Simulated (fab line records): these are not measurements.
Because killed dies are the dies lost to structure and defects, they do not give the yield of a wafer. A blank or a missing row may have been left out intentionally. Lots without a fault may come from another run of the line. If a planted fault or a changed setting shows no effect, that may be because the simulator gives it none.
One fault through the eyes of 2 desks    flow n5Finfet    what lay behind the numbers comes last; until then each desk has only its own

== FOR THE TOOL OWNER'S DESK: pecvd-01 ==
The tool's own readings at N5_BEOL_M3_PECVD_72 (deposits SiO2 from TEOS/O2, target thk 16 nm, time 18 s): means of the sampled wafers that have a number, for each lot that ran on this tool. The brackets show how far a lot's mean lies from the usual mean; more than 4 standard deviations puts the lot out of limits, marked OUT.
Columns: A = heaterPowerW at N5_BEOL_M3_PECVD_72, usual 715 W; B = showerheadPlenumPTorr at N5_BEOL_M3_PECVD_72, usual 8.79 Torr; C = susceptorTempC at N5_BEOL_M3_PECVD_72, usual 399.99 C; D = throttleValvePct at N5_BEOL_M3_PECVD_72, usual 22.1 %
lot   first seen here  A    B     C                 D
L526  day 7 19:30      771  8.76  400.06            22.1
L527  day 7 22:35      818  8.75  399.89            22.2
L534  day 9 12:23      781  8.76  399.89            22.1
L545  day 12 11:07     655  8.74  395.83 (-18) OUT  21.2
Finding of this desk: L545 out of limits; the first was L545 at day 12 11:07, on susceptorTempC at N5_BEOL_M3_PECVD_72. L526, L527, L534 stayed within limits.

== FROM THE METROLOGY DESK ==
Means of the sampled wafers that have a number, per lot and without regard to the tool the lot ran on: this is what the gauges read. The brackets show how far a lot's mean lies from the usual mean; more than 4 standard deviations puts the lot out of limits, marked OUT. Shown here are 7 of its 10 readings, the ones lying furthest out on some lot.
Columns: A = DIBL_N at N5_BEOL_M4_RC_MEAS_101, usual 35.4 mV/V; B = IOFF_N at N5_BEOL_M4_RC_MEAS_101, usual 0.15 nA/um; C = IOFF_P at N5_BEOL_M4_RC_MEAS_101, usual 0.19 nA/um; D = ION_N at N5_BEOL_M4_RC_MEAS_101, usual 677 uA/um; E = ION_P at N5_BEOL_M4_RC_MEAS_101, usual 462 uA/um; F = SS_P at N5_BEOL_M4_RC_MEAS_101, usual 72.9 mV/dec; G = VT_N at N5_BEOL_M4_RC_MEAS_101, usual 250 mV
lot   first seen here  A     B     C     D    E    F     G
L524  day 8 15:29      37.6  0.18  0.17  675  450  73.2  250
L526  day 9 05:58      34.5  0.13  0.16  675  455  72.4  250
L527  day 9 06:27      33.7  0.13  0.17  680  463  72.1  251
L528  day 9 08:56      36.4  0.19  0.20  680  461  73.5  248
L529  day 9 12:27      33.9  0.12  0.16  664  458  72.7  254
L532  day 10 10:04     35.3  0.16  0.21  670  464  72.7  247
L534  day 10 15:20     36.5  0.14  0.20  662  455  72.9  248
L544  day 13 15:20     37.0  0.15  0.17  678  454  73.5  251
L545  day 13 15:49     38.5  0.23  0.26  706  479  74.0  244
L547  day 14 14:02     36.7  0.19  0.23  700  473  73.5  245
Finding of this desk: none of the 10 lots has anything out of limits.

== ALL TOGETHER ==
On L545, at day 12 11:07, an alarm was possible from the tool owner's desk.
Metrology desk: nothing out of limits seen.
The metrology desk has L545 on record, within its limits.
Of the lots named, all ran N5_BEOL_M3_PECVD_72 on pecvd-01.

== WHAT THE SIMULATOR HAD INSERTED ==
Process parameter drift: pecvd-01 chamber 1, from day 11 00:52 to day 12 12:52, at N5_BEOL_M3_PECVD_72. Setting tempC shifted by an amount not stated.
Struck lots among those shown: L545.
Delay in hours, fault start to first out-of-limits reading, by desk: the tool owner's desk at 34.
